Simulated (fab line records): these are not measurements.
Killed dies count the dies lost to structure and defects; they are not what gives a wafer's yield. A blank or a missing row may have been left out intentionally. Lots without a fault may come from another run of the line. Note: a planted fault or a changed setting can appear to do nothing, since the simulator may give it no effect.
What tool caused it? | flow nand-harc | Sampling: 14 lots, 42 wafers, 4 of 1302 route steps

WHAT THE GAUGES READ, wafer by wafer
NHARC_P_BONDPAD_CD_MEAS_09: target cd 500 nm. Usual: cd-nm reads 499.0 nm (standard deviation 1.4).
lot  | measured     | on        | cd-nm (nm)        | flag
L489 | day 7 00:06  | cd-sem-02 | 499.5 499.8 499.5 |
L490 | day 7 14:07  | cd-sem-03 | 496.9 497.6 499.1 |
L491 | day 8 00:17  | cd-sem-02 | 499.2 499.4 500.8 |
L493 | day 8 16:07  | cd-sem-03 | 499.9 499.0 498.1 |
L494 | day 8 22:00  | cd-sem-02 | 500.0 498.3 497.4 |
L495 | day 9 11:48  | cd-sem-02 | 497.1 494.4 497.3 |
L496 | day 10 03:02 | cd-sem-01 | 500.8 498.8 500.5 |
L503 | day 12 17:36 | cd-sem-02 | 497.3 497.6 498.2 |
L504 | day 13 03:45 | cd-sem-02 | 497.7 497.3 497.7 |
L507 | day 14 16:17 | cd-sem-02 | 499.5 499.5 499.8 |
L508 | day 14 22:05 | cd-sem-03 | 500.8 499.9 499.1 |
L509 | day 15 09:05 | cd-sem-03 | 498.3 497.9 497.8 |
L510 | day 15 21:21 | cd-sem-03 | 497.3 498.1 499.3 |
L511 | day 16 04:43 | cd-sem-01 | 501.1 497.9 500.0 |

NHARC_A_CHANNEL_HOLE_D1_OVL_MEAS_11. Usual: overlay-x-nm 0.3 nm, standard deviation 0.87; overlay-y-nm -0.1 nm, standard deviation 0.73.
lot  | measured     | on         | overlay-x-nm (nm) | overlay-y-nm (nm) | flag
L489 | day 8 19:23  | overlay-01 | -0.4 -0.4 -0.2    | -1.9 -1.8 -1.8    |
L490 | day 9 13:22  | overlay-02 | 0.5 0.4 1.5       | 0.7 1.0 0.5       |
L491 | day 9 20:54  | overlay-01 | 0.3 0.4 -0.1      | -0.3 -0.2 -0.4    |
L493 | day 10 17:59 | overlay-01 | 0.7 0.8 0.7       | 0.7 0.6 0.1       |
L494 | day 10 18:11 | overlay-02 | -0.2 -0.6 -0.1    | -1.3 -1.1 -0.7    |
L495 | day 11 08:35 | overlay-01 | 1.3 1.1 1.4       | 0.0 0.1 0.5       |
L496 | day 11 20:55 | overlay-02 | -1.3 -0.8 -0.8    | 0.2 0.0 -0.3      |
L503 | day 14 18:22 | overlay-02 | 0.7 -0.2 0.0      | -0.4 -1.1 -0.6    |
L504 | day 15 00:32 | overlay-01 | 1.6 2.0 2.4       | -0.1 -0.4 0.1     |
L507 | day 16 12:08 | overlay-02 | 1.3 1.3 1.7       | -0.8 -0.3 -0.3    |
L508 | day 16 22:13 | overlay-01 | 0.3 0.6 0.5       | 0.9 -0.2 0.6      |
L509 | day 17 06:59 | overlay-02 | 0.3 0.5 0.5       | 0.1 -0.1 0.1      |
L510 | day 17 18:18 | overlay-01 | 0.2 0.1 -0.2      | -0.3 -0.5 -0.4    |
L511 | day 17 23:55 | overlay-01 | 0.2 -0.6 0.1      | -1.0 -1.1 -1.3    |

TOOL THAT RAN EACH LOT (tool first, then ch and the chambers of the sampled wafers, then the start)
lot  | NHARC_A_ZERO_WELL_RTA_16         | NHARC_A_ONON_D1_DEP_22
L489 | rtp-anneal-02 ch 0, day 7 05:31  | pecvd-onon-04 ch 0, day 8 12:56
L490 | rtp-anneal-02 ch 0, day 7 19:34  | pecvd-onon-04 ch 0, day 9 06:23
L491 | rtp-anneal-01 ch 0, day 8 05:53  | pecvd-onon-02 ch 0, day 9 16:12
L493 | rtp-anneal-02 ch 0, day 8 21:32  | pecvd-onon-01 ch 0, day 10 11:13
L494 | rtp-anneal-02 ch 0, day 9 03:34  | pecvd-onon-04 ch 0, day 10 11:17
L495 | rtp-anneal-02 ch 0, day 9 17:10  | pecvd-onon-04 ch 0, day 11 01:08
L496 | rtp-anneal-01 ch 0, day 10 08:29 | pecvd-onon-04 ch 0, day 11 16:00
L503 | rtp-anneal-01 ch 0, day 12 22:55 | pecvd-onon-02 ch 0, day 14 10:11
L504 | rtp-anneal-02 ch 0, day 13 09:37 | pecvd-onon-02 ch 0, day 14 19:41
L507 | rtp-anneal-02 ch 0, day 14 21:47 | pecvd-onon-01 ch 0, day 16 05:57
L508 | rtp-anneal-02 ch 0, day 15 03:19 | pecvd-onon-01 ch 0, day 16 12:58
L509 | rtp-anneal-01 ch 0, day 15 14:22 | pecvd-onon-04 ch 0, day 17 02:10
L510 | rtp-anneal-01 ch 0, day 16 02:41 | pecvd-onon-01 ch 0, day 17 13:29
L511 | rtp-anneal-01 ch 0, day 16 09:59 | pecvd-onon-02 ch 0, day 17 18:32
- NHARC_A_ZERO_WELL_RTA_16: time 10 s.
- NHARC_A_ONON_D1_DEP_22: target thk 1000 nm.

AS READ BY THE TOOLS THEMSELVES (means over the sampled wafers that have a number; for cases with no such wafer, the mark the record gives instead)
NHARC_A_ZERO_WELL_RTA_16. Usual: lamp-power-pct 29 %, standard deviation 4.6; lamp_zone_4_pct 29 %, standard deviation 4.6; lamp_zone_7_pct 29 %, standard deviation 4.7; wafer_temp_C_max 1004.7, standard deviation 1.2.
lot  | tool          | lamp-power-pct (%) | lamp_zone_4_pct (%) | lamp_zone_7_pct (%) | wafer_temp_C_max | flag
L489 | rtp-anneal-02 | 24                 | 24                  | 25                  | 1005.4           |
L490 | rtp-anneal-02 | 24                 | 24                  | 25                  | 1006.8           |
L491 | rtp-anneal-01 | 33                 | 33                  | 34                  | 1004.1           |
L493 | rtp-anneal-02 | 24                 | 24                  | 25                  | 1004.5           |
L494 | rtp-anneal-02 | 24                 | 24                  | 25                  | 1005.0           |
L495 | rtp-anneal-02 | 24                 | 24                  | 25                  | 1005.7           |
L496 | rtp-anneal-01 | 33                 | 33                  | 34                  | 1004.1           |
L503 | rtp-anneal-01 | 33                 | 33                  | 34                  | 1003.3           |
L504 | rtp-anneal-02 | 24                 | 24                  | 25                  | 1006.3           |
L507 | rtp-anneal-02 | 24                 | 24                  | 25                  | 1004.6           |
L508 | rtp-anneal-02 | 24                 | 24                  | 25                  | 1004.9           |
L509 | rtp-anneal-01 | 33                 | 33                  | 34                  | 1004.3           |
L510 | rtp-anneal-01 | 33                 | 33                  | 34                  | 1002.8           |
L511 | rtp-anneal-01 | 33                 | 33                  | 34                  | 1004.2           |

NHARC_A_ONON_D1_DEP_22. Usual: n2-flow-sccm 2752 sccm, standard deviation 8.4; n2o-flow-sccm 2000 sccm, standard deviation 5.5.
lot  | tool          | n2-flow-sccm (sccm) | n2o-flow-sccm (sccm) | flag
L489 | pecvd-onon-04 | 2755                | 2001                 |
L490 | pecvd-onon-04 | 2743                | 1994                 |
L491 | pecvd-onon-02 | 2751                | 2004                 |
L493 | pecvd-onon-01 | 2762                | 1997                 |
L494 | pecvd-onon-04 | 2748                | 1998                 |
L495 | pecvd-onon-04 | 2761                | 1990                 |
L496 | pecvd-onon-04 | 2758                | 2000                 |
L503 | pecvd-onon-02 | 2746                | 2403                 | OFF
L504 | pecvd-onon-02 | 2744                | 2404                 | OFF
L507 | pecvd-onon-01 | 2741                | 1993                 |
L508 | pecvd-onon-01 | 2749                | 2000                 |
L509 | pecvd-onon-04 | 2756                | 2001                 |
L510 | pecvd-onon-01 | 2759                | 2001                 |
L511 | pecvd-onon-02 | 2758                | 2004                 |

THE ANSWER, worked out from the rows above alone
Rule: take the mean of a lot's wafers that have a number; if it is more than 3 standard deviations from the usual mean, the lot is off. A lot without any number at a reading at which 4 lots or more have one is off too. All remaining lots with rows at the step are treated as sound. First the gauges in route order, then the tools' own readings, where a lot's mean is used as printed above. At the first step where some lot is off, the reading lying furthest off is the one used; lots without a number count as furthest.
Off: L503, L504, at NHARC_A_ONON_D1_DEP_22 (n2o-flow-sccm).
A tool fits if, at that step or a process step before it, it ran every lot that is off, and no sound lot after the first of them. None of those tried fits.

WHAT THE SIMULATOR PUT IN
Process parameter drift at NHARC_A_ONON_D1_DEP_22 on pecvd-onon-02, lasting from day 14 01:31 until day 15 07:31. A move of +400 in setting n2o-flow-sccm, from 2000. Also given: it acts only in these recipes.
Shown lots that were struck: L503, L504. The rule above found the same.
